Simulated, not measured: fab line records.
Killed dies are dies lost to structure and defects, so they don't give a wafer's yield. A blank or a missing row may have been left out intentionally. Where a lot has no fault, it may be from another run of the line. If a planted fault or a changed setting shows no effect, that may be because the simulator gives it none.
fab line records	flow nand_harc
[record] lots = 7	wafers = 21	last_day = 33
route steps=1302 shown A_STAIRCASE@641 END@1302
lots untouched by any fault: they come from a run of this same line in which no faults occurred
start_h: hours from the record's first day to the start of the lot's first wafer shown	wait_h: time in hours since the lot's previous step	" the same as in the row above	L1.1+2: a row that stands for several wafers	- value missing, or start not given	* or withheld: withheld	< > ~ a bound
route shown NAME@n: a module of which the file shows steps, and the number in the route of the first	usual: mean and standard deviation over wafers with no fault	same: alike in all rows	chamber/n: place in a boat	sites: the reading at each site	_std_site: standard deviation across them	_edge_site: inner sites' mean taken away from outer sites' mean	radius_mm: how far each site lies from the wafer's centre	mask NAME#n: copy n	behind: the last tool/chamber to shape the wafer	hold: cause of the lot's hold/its duration in hours/its outcome	device: the n, p or np transistor that did not switch	end of line: the tests these same wafers got at the end of their route	a step with no rows: only its recipe	killed: count of dies lost to structure and defects at first sort (not the wafer's yield)	map: the dies of a wafer, with x for killed, . for not killed, _ for no die there
set.NAME: the setting the step ran with; set.NAME@STEP: the setting that earlier step ran with	model.NAME: the simulator's own value behind a step, which no gauge read
lots at selected steps of the route; one table per step, one row per wafer
services: when a tool's chamber went out of use (start_h, in hours from the record's first day, below 0 if earlier), for how many hours, and the reason
[[steps]]
[step NHARC_A_STAIRCASE_HMDS_159]
[recipe] time_s = 30
[step NHARC_A_STAIRCASE_COAT_160]
[recipe] spin_rpm = 1200
[step NHARC_A_STAIRCASE_SOFTBAKE_161]
[recipe] temp_c = 135	time_s = 170
[step NHARC_A_STAIRCASE_EBR_162]
[step NHARC_A_STAIRCASE_EXPOSE_163]
[recipe] na = 0.5	dose_mj = 20.01	mask_id = STAIR_OPEN
[step NHARC_A_STAIRCASE_PEB_164]
[recipe] peb_temp_c = 115	peb_time_s = 130
[step NHARC_A_STAIRCASE_DEVELOP_165]
[recipe] time_s = 140
[step NHARC_A_STAIRCASE_HARDBAKE_167]
[recipe] temp_c = 120	time_s = 140
[step NHARC_A_STAIRCASE_DESCUM_168]
[recipe] time_s = 3	o2_flow_sccm = 200	ar_flow_sccm = 0	bias_power_w = 0	chemistry = O2
[usual] chamber_pressure_mTorr = 60.00/0.054	drypump_motor_current_A = 5.8/0.35	oes_product_au = 1.000/0.01	rf_vpp_V = 57.7/0.83	showerhead_plenum_p_Torr = 1.89/0.069	throttle_valve_pct = 11.311/0.0093
lot.wafer	tool	chamber	start_h	wait_h	chamber_pressure_mTorr	drypump_motor_current_A	oes_product_au	rf_hours_counter_h	rf_vpp_V	showerhead_plenum_p_Torr	throttle_valve_pct
L392.3	rie_diel-05	0	394.46	-	60.12	5.7	1.001	48	57.3	1.89	11.311
L392.4	"	1	"	"	59.95	6.1	0.987	53	54.8	1.79	11.316
L392.6	"	0	"	"	60.02	5.7	0.994	-	56.7	1.89	11.303
L393.2	rie_diel-05	2	405.12	-	60.07	5.3	0.985	54	58.0	1.91	11.301
L393.5	"	2	"	"	59.99	5.4	0.979	-	57.7	1.91	11.298
L393.6	"	1	"	"	59.94	6.1	0.998	-	57.0	1.79	11.316
L396.2	rie_diel-12	2	431.96	-	60.00	5.6	1.021	55	57.6	1.93	11.321
L396.3	"	1	"	"	60.05	6.2	0.980	49	57.3	1.93	11.319
L396.6	"	3	"	"	59.97	6.1	0.994	-	57.8	1.79	11.311
L397.1	rie_diel-05	3	452.84	-	60.04	5.7	0.995	8	58.4	1.97	11.322
L397.3	"	1	"	"	59.99	6.1	0.990	12	56.2	1.79	11.310
L397.2	"	2	"	"	60.04	5.3	0.993	12	56.8	1.90	11.303
L399.4	rie_diel-05	3	456.03	-	60.07	5.7	1.006	8	57.9	1.97	11.303
L399.3	"	1	"	"	60.04	6.1	0.998	12	56.9	1.79	11.310
L399.5	"	3	"	"	59.95	5.7	0.987	-	57.9	1.97	11.309
L406.4	rie_diel-12	3	543.32	-	59.97	6.1	1.008	33	57.0	1.78	11.322
L406.1	"	1	"	"	60.12	6.2	1.001	31	57.7	1.92	11.328
L406.3	"	2	"	"	60.02	5.5	1.001	30	56.6	1.92	11.319
L410.4	rie_diel-05	2	576.19	-	60.02	5.4	1.001	46	59.0	1.89	11.309
L410.3	"	3	"	"	60.04	5.8	0.993	50	59.2	1.96	11.289
L410.5	"	3	"	"	59.95	5.7	0.986	-	57.1	1.96	11.310
[step NHARC_A_STAIRCASE_ETCH_169]
[recipe] target_depth_a = 500	time_s = 107.1	ion_energy_ev = 120	ch3f_flow_sccm = 50	o2_flow_sccm = 30	ar_flow_sccm = 200	rf_w = 500	bias_w = 100	chemistry = CH3F/O2
[usual] bias_w = 100.03/0.27	chamber_pressure_mTorr = 24.999/0.026	drypump_motor_current_A = 5.9/0.35	oes_product_au = 0.953/0.017	rf_vpp_V = 243.9/1.4	showerhead_plenum_p_Torr = 2.43/0.087	throttle_valve_pct = 20.664/0.0089
lot.wafer	tool	chamber	start_h	wait_h	bias_w	chamber_pressure_mTorr	drypump_motor_current_A	oes_product_au	rf_hours_counter_h	rf_vpp_V	showerhead_plenum_p_Torr	throttle_valve_pct
L392.4	rie_diel-05	2	394.55	0.1	100.29	24.970	5.4	0.967	50	243.6	2.45	20.655
L392.3	"	1	"	"	99.47	25.018	6.1	0.961	53	241.7	2.31	20.668
L392.6	"	3	"	"	100.09	25.023	5.7	0.954	-	245.0	2.53	20.654
L393.2	rie_diel-05	1	405.25	0.1	100.13	24.970	6.2	0.943	56	243.7	2.31	20.667
L393.6	"	0	"	"	100.06	25.032	5.7	0.947	-	245.0	2.43	20.657
L393.5	"	1	"	"	99.77	25.008	6.1	0.966	-	242.4	2.31	20.667
L396.2	rie_diel-12	2	432.06	0.1	99.96	24.997	5.6	0.953	55	245.7	2.47	20.660
L396.3	"	3	"	"	99.72	25.012	6.1	0.934	59	244.1	2.31	20.662
L396.6	"	1	"	"	100.31	25.004	6.2	0.966	-	244.9	2.47	20.672
L397.1	rie_diel-05	3	452.97	0.1	99.44	25.031	5.7	0.927	8	243.1	2.53	20.661
L397.2	"	0	"	"	99.92	24.993	5.7	0.952	10	244.2	2.43	20.654
L397.3	"	1	"	"	100.10	25.007	6.1	0.958	12	243.2	2.30	20.674
L399.4	rie_diel-05	3	456.12	0.1	99.69	25.037	5.7	0.964	8	245.5	2.53	20.657
L399.3	"	0	"	"	100.39	25.011	5.7	0.970	10	242.9	2.43	20.650
L399.5	"	2	"	"	100.09	24.972	5.4	0.971	-	244.0	2.44	20.663
L406.1	rie_diel-12	0	543.62	0.3	100.25	25.016	6.2	0.940	32	242.9	2.35	20.668
L406.4	"	2	"	"	99.80	24.997	5.6	0.944	30	243.9	2.46	20.662
L406.3	"	3	"	"	100.62	24.992	6.2	0.936	33	241.5	2.30	20.684
L410.4	rie_diel-05	3	576.44	0.2	99.91	24.989	5.8	0.916	50	245.1	2.51	20.661
L410.3	"	0	"	"	100.08	24.988	5.7	0.945	46	244.7	2.42	20.661
L410.5	"	1	"	"	100.45	25.039	6.1	0.924	-	242.8	2.29	20.651
[step NHARC_A_STAIRCASE_ETCH_170]
[recipe] target_depth_a = 2000	time_s = 66.667	ion_energy_ev = 250	c4f6_flow_sccm = 25	o2_flow_sccm = 20	ar_flow_sccm = 500	rf_w = 600	bias_w = 500	chemistry = C4F6/O2
[usual] bias_w = 500.0/1.5	chamber_pressure_mTorr = 30.000/0.027	drypump_motor_current_A = 5.9/0.36	oes_product_au = 0.973/0.012	rf_vpp_V = 546.0/2.7	showerhead_plenum_p_Torr = 3.88/0.13	throttle_valve_pct = 26.903/0.0093
lot.wafer	tool	chamber	start_h	wait_h	bias_w	chamber_pressure_mTorr	drypump_motor_current_A	oes_product_au	rf_hours_counter_h	rf_vpp_V	showerhead_plenum_p_Torr	throttle_valve_pct
L392.3	rie_diel-05	3	-	-	500.5	30.005	5.7	0.971	46	549.8	4.03	26.915
L392.4	"	2	"	"	498.5	30.075	5.4	0.978	51	547.1	3.91	26.906
L392.6	"	0	"	"	502.6	29.968	5.7	0.964	-	545.4	3.89	26.885
L393.2	rie_diel-05	1	-	-	499.4	29.979	6.1	0.970	56	541.2	3.70	26.922
L393.5	"	2	"	"	498.2	30.016	5.4	0.971	-	548.3	3.91	26.900
L393.6	"	1	"	"	500.8	30.029	6.1	0.966	-	543.9	3.70	26.907
L396.2	rie_diel-12	3	-	-	498.9	30.026	6.1	0.946	59	541.6	3.70	26.897
L396.3	"	1	"	"	501.5	30.034	6.2	0.987	49	546.8	3.95	26.901
L396.6	"	3	"	"	500.3	30.005	6.1	0.943	-	543.5	3.70	26.915
L397.3	rie_diel-05	2	-	-	499.8	29.991	5.4	0.962	12	546.5	3.90	26.909
L397.1	"	3	"	"	497.3	29.990	5.8	0.959	8	549.5	4.03	26.904
L397.2	"	0	"	"	500.4	29.996	5.7	0.976	10	546.9	3.88	26.912
L399.3	rie_diel-05	1	-	-	500.6	29.964	6.2	0.982	13	540.8	3.69	26.901
L399.4	"	3	"	"	497.1	29.990	5.8	0.970	8	548.6	4.03	26.903
L399.5	"	1	"	"	498.8	29.993	6.1	0.987	-	542.3	3.69	26.917
L406.3	rie_diel-12	0	-	-	499.5	29.983	6.3	0.954	32	543.4	3.76	26.900
L406.4	"	2	"	"	499.0	29.997	5.7	0.965	30	546.6	3.93	26.902
L406.1	"	3	"	"	499.2	29.993	6.1	0.956	33	542.6	3.68	26.900
L410.3	rie_diel-05	2	-	-	501.6	29.979	5.4	0.975	46	546.2	3.88	26.898
L410.4	"	0	"	"	500.5	30.035	5.7	0.994	46	545.3	3.86	26.901
L410.5	"	3	"	"	500.7	29.964	5.8	0.963	-	548.1	4.00	26.905
[step NHARC_A_STAIRCASE_STRIP_171]
[recipe] power_w = 1500	temp_c = 250	chemistry = O2
[usual] drypump_motor_current_A = 5.71/0.18	heater_power_w = 357/20
lot.wafer	tool	chamber	start_h	wait_h	drypump_motor_current_A	heater_power_w	rf_hours_counter_h
L392.4	plasma_asher-02	1	394.87	-	5.93	393	-
L392.3	"	0	"	"	5.53	345	-
L392.6	"	0	"	"	5.52	351	-
L393.2	plasma_asher-02	0	405.54	-	5.52	347	30
L393.5	"	1	"	"	5.96	370	-
L393.6	"	0	"	"	5.53	356	-
L396.2	plasma_asher-01	0	432.27	-	-	-	-
L396.3	"	1	"	"	-	-	-
L396.6	"	0	"	"	-	-	-
L397.1	plasma_asher-01	0	453.20	-	-	-	-
L397.2	"	1	"	"	-	-	-
L397.3	"	1	"	"	-	-	-
L399.4	plasma_asher-02	0	456.47	-	-	-	-
L399.3	"	1	"	"	-	-	-
L399.5	"	0	"	"	-	-	-
L406.1	plasma_asher-01	1	543.90	-	5.57	345	2
L406.4	"	0	"	"	5.77	345	-
L406.3	"	1	"	"	5.60	346	-
L410.4	plasma_asher-02	0	576.77	-	5.54	341	-
L410.3	"	1	"	"	5.99	384	-
L410.5	"	1	"	"	5.96	364	-
[step NHARC_A_STAIRCASE_STRIP_172]
[recipe] time_s = 900	temp_c = 130	chemistry = SPM
[step NHARC_END_SORT_01]
[recipe] temp_c = 25
[usual] killed_at_array = 65/19	killed_at_other = 0.9/1.1	killed_at_periphery = 3.5/2.3	killed_dies = 69/19	killed_open = 3.2/1.8	killed_short = 2.4/1.5
[same] gross_dies = 677
lot.wafer	tool	chamber	start_h	wait_h	killed_at_array	killed_at_other	killed_at_periphery	killed_dies	killed_open	killed_short
L392.3	prober-02	0	609.64	3.1	66	1	0	67	3	1
L392.4	prober-02	0	610.45	3.4	63	0	1	64	4	0
L392.6	prober-02	0	612.07	4.0	71	3	5	79	3	3
L393.2	prober-01	0	628.10	2.8	30	2	4	36	3	1
L393.5	prober-01	0	630.48	3.7	42	0	1	43	4	3
L393.6	prober-01	0	631.28	4.0	32	2	3	37	2	2
L397.1	prober-02	0	662.05	2.5	102	0	3	105	2	1
L397.2	prober-02	0	662.85	2.8	93	0	2	95	3	3
L397.3	prober-02	0	663.65	3.1	82	1	2	85	1	3
L399.3	prober-02	0	677.69	3.1	57	2	0	59	6	2
L399.4	prober-02	0	678.50	3.4	59	1	0	60	1	1
L399.5	prober-02	0	679.31	3.7	50	0	2	52	4	1
L406.1	prober-01	0	761.41	2.5	78	1	5	84	6	1
L406.3	prober-01	0	763.03	3.1	74	0	2	76	0	3
L406.4	prober-01	0	763.83	3.4	90	1	3	94	3	4
L410.3	prober-02	0	794.87	3.1	54	0	2	56	5	2
L410.4	prober-02	0	795.66	3.4	62	0	1	63	2	6
L410.5	prober-02	0	796.45	3.7	59	1	2	62	2	1
// killed by level:class
L392.3 A_CHANNEL_HOLE_D2:chamber_film_flake=26 A_CHANNEL_HOLE_D1:chamber_film_flake=21 A_CONTACT:chamber_film_flake=8 A_STAIRCASE:chamber_film_flake=4 A_ONON_D2:geometric_particle:open=2 A_BLC:chamber_film_flake=2 A_WL_FILL:geometric_particle:open=1 A_M1:geometric_particle:short=1
L392.4 A_CHANNEL_HOLE_D1:chamber_film_flake=30 A_CHANNEL_HOLE_D2:chamber_film_flake=19 A_CONTACT:chamber_film_flake=6 A_WL_FILL:geometric_particle:open=2 A_STAIRCASE:chamber_film_flake=2 A_BLC:chamber_film_flake=2 P_GATE:geometric_particle:open=1 A_CHANNEL_FILL_D2:geometric_particle:open=1
L392.6 A_CHANNEL_HOLE_D1:chamber_film_flake=29 A_CHANNEL_HOLE_D2:chamber_film_flake=24 A_CONTACT:chamber_film_flake=5 P_GATE:chamber_film_flake=3 A_STAIRCASE:chamber_film_flake=3 A_ONON_D1:geometric_particle:short=2 A_WL_FILL:chamber_film_flake=2 A_BLC:chamber_film_flake=2
L393.2 A_CHANNEL_HOLE_D2:chamber_film_flake=13 A_CHANNEL_HOLE_D1:chamber_film_flake=8 A_STAIRCASE:chamber_film_flake=5 P_CONTACT:geometric_particle:open=2 P_STI:chamber_film_flake=2 THIN_TSV:chamber_film_flake=2 A_SOURCE_PLATE:geometric_particle:open=1 A_CHANNEL_HOLE_D2:geometric_particle:short=1
L393.5 A_CHANNEL_HOLE_D2:chamber_film_flake=21 A_CHANNEL_HOLE_D1:chamber_film_flake=5 A_WL_FILL:chamber_film_flake=4 A_STAIRCASE:chamber_film_flake=3 A_SLIT:chamber_film_flake=2 P_GATE:geometric_particle:open=1 A_SOURCE_PLATE:geometric_particle:short=1 A_ONON_D1:geometric_particle:short=1
L393.6 A_CHANNEL_HOLE_D2:chamber_film_flake=15 A_CHANNEL_HOLE_D1:chamber_film_flake=6 P_GATE:chamber_film_flake=2 A_STAIRCASE:chamber_film_flake=2 A_WL_FILL:chamber_film_flake=2 THIN_TSV:chamber_film_flake=2 A_ONON_D1:geometric_particle:short=1 A_CHANNEL_FILL_D2:geometric_particle:short=1
L397.1 A_SLIT:chamber_film_flake=36 A_CHANNEL_HOLE_D1:chamber_film_flake=31 A_CHANNEL_HOLE_D2:chamber_film_flake=22 A_CONTACT:chamber_film_flake=5 P_GATE:chamber_film_flake=2 A_ZERO_WELL:chamber_film_flake=2 A_CHANNEL_HOLE_D1:geometric_particle:open=1 A_SGD_CUT:geometric_particle:short=1
L397.2 A_CHANNEL_HOLE_D1:chamber_film_flake=28 A_CHANNEL_HOLE_D2:chamber_film_flake=26 A_SLIT:chamber_film_flake=25 A_CONTACT:chamber_film_flake=4 P_M0:geometric_particle:short=2 A_BLC:geometric_particle:open=2 A_STAIRCASE:chamber_film_flake=2 A_WL_FILL:chamber_film_flake=2
L397.3 A_SLIT:chamber_film_flake=34 A_CHANNEL_HOLE_D1:chamber_film_flake=28 A_CHANNEL_HOLE_D2:chamber_film_flake=13 A_BONDPAD:chamber_film_flake=4 P_CONTACT:geometric_particle:short=1 A_CHANNEL_FILL_D1:geometric_particle:short=1 A_SGD_CUT:geometric_particle:short=1 P_M1:chamber_film_flake=1
L399.3 A_SLIT:chamber_film_flake=26 A_CHANNEL_HOLE_D2:chamber_film_flake=15 A_CHANNEL_HOLE_D1:chamber_film_flake=6 A_ONON_D1:geometric_particle:open=2 A_ONON_D1:geometric_particle:short=2 THIN_TSV:chamber_film_flake=2 A_CHANNEL_FILL_D1:geometric_particle:open=1 A_STAIRCASE:geometric_particle:open=1
L399.4 A_SLIT:chamber_film_flake=28 A_CHANNEL_HOLE_D2:chamber_film_flake=14 A_CHANNEL_HOLE_D1:chamber_film_flake=10 A_CONTACT:chamber_film_flake=2 A_ONON_D2:geometric_particle:short=1 A_SGD_CUT:geometric_particle:open=1 A_ZERO_WELL:chamber_film_flake=1 A_CHANNEL_FILL_D2:chamber_film_flake=1
L399.5 A_SLIT:chamber_film_flake=29 A_CHANNEL_HOLE_D2:chamber_film_flake=10 A_CHANNEL_HOLE_D1:chamber_film_flake=2 A_CHANNEL_HOLE_D1:geometric_particle:open=1 A_CHANNEL_FILL_D1:geometric_particle:open=1 A_CHANNEL_FILL_D1:geometric_particle:short=1 A_ONON_D2:geometric_particle:open=1 A_M0:geometric_particle:open=1
L406.1 A_SLIT:chamber_film_flake=32 A_CHANNEL_HOLE_D1:chamber_film_flake=30 A_CONTACT:chamber_film_flake=5 A_CHANNEL_FILL_D1:chamber_film_flake=3 A_BLC:geometric_particle:open=2 P_ZERO_WELL:chamber_film_flake=2 A_WL_FILL:chamber_film_flake=2 P_CONTACT:geometric_particle:open=1
L406.3 A_CHANNEL_HOLE_D1:chamber_film_flake=32 A_SLIT:chamber_film_flake=27 A_CONTACT:chamber_film_flake=8 A_DECK1_JOINT:chamber_film_flake=2 A_STAIRCASE:chamber_film_flake=2 P_M0:geometric_particle:short=1 A_CHANNEL_FILL_D1:geometric_particle:short=1 A_ONON_D2:geometric_particle:short=1
L406.4 A_SLIT:chamber_film_flake=39 A_CHANNEL_HOLE_D1:chamber_film_flake=36 A_CONTACT:chamber_film_flake=5 A_CHANNEL_HOLE_D2:geometric_particle:short=2 A_STAIRCASE:chamber_film_flake=2 P_M0:geometric_particle:open=1 A_CHANNEL_HOLE_D1:geometric_particle:short=1 A_ONON_D2:geometric_particle:short=1
L410.3 A_SLIT:chamber_film_flake=33 A_CONTACT:chamber_film_flake=7 A_CHANNEL_HOLE_D2:chamber_film_flake=3 A_STAIRCASE:chamber_film_flake=3 A_CHANNEL_FILL_D2:geometric_particle:open=2 A_WL_FILL:geometric_particle:open=2 A_CHANNEL_HOLE_D1:unspecified=2 P_M0:geometric_particle:short=1
L410.4 A_SLIT:chamber_film_flake=36 A_CONTACT:chamber_film_flake=12 A_WL_FILL:geometric_particle:short=3 A_CHANNEL_HOLE_D1:unspecified=2 A_CHANNEL_HOLE_D1:chamber_film_flake=2 A_CHANNEL_HOLE_D2:chamber_film_flake=2 A_ONON_D1:geometric_particle:short=1 A_CHANNEL_FILL_D1:geometric_particle:short=1
L410.5 A_SLIT:chamber_film_flake=28 A_CONTACT:chamber_film_flake=13 A_STAIRCASE:chamber_film_flake=7 A_CHANNEL_HOLE_D1:unspecified=3 P_GATE:chamber_film_flake=2 A_CHANNEL_HOLE_D2:chamber_film_flake=2 A_WL_FILL:chamber_film_flake=2 A_CHANNEL_FILL_D2:geometric_particle:open=1
[[services]]
tool	chamber	start_h	hours	kind
rie_diel-12	-	376.64	0.5	repair
rie_diel-05	0	386.20	-	clean
rie_diel-05	1	386.20	-	clean
rie_diel-05	2	386.20	-	clean
rie_diel-05	3	386.20	-	clean
plasma_asher-02	-	397.19	6.7	repair
rie_diel-12	3	401.05	5.6	repair
rie_diel-05	0	407.07	9.0	vent_cycle
rie_diel-05	1	407.07	9.0	vent_cycle
rie_diel-05	3	407.07	13.5	vent_cycle
rie_diel-05	0	416.07	-	clean
rie_diel-05	1	416.07	-	clean
rie_diel-05	2	416.07	-	clean
plasma_asher-02	-	426.32	9.0	pm
rie_diel-05	0	440.57	-	clean
rie_diel-05	1	440.57	-	clean
rie_diel-12	-	447.42	9.0	pm
rie_diel-12	-	458.24	0.5	repair
rie_diel-05	2	464.84	31.8	repair
plasma_asher-01	-	487.02	7.0	repair
plasma_asher-01	-	519.18	9.0	pm
rie_diel-12	-	536.03	2.2	repair
plasma_asher-02	-	568.63	3.5	repair
rie_diel-12	2	569.33	2.6	repair
[[key]]
[first_sign] step = NHARC_A_STAIRCASE_STRIP_171	reading = tool_record	direction = missing
effect none on later readings
met_at NHARC_A_STAIRCASE_STRIP_171
struck_wafers L396.2,L396.3,L396.6,L397.1,L397.2,L397.3,L399.3,L399.4,L399.5
tester_left_out L396,L397,L399
onset_between 405.54 432.27
[fault] kind = skipped_step_whole	tool = plasma_asher-01,plasma_asher-02	chamber = -	onset_h = 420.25	steps = NHARC_A_STAIRCASE_STRIP_171	scope = struck_lots_only
// tester_left_out: of these lots the tester's yield and bins aren't shown, on N5 and GAA mostly nor the transistor test; their killed dies are dies lost to structure and defects alone, not to doping, threshold or leakage, so they don't give the yield
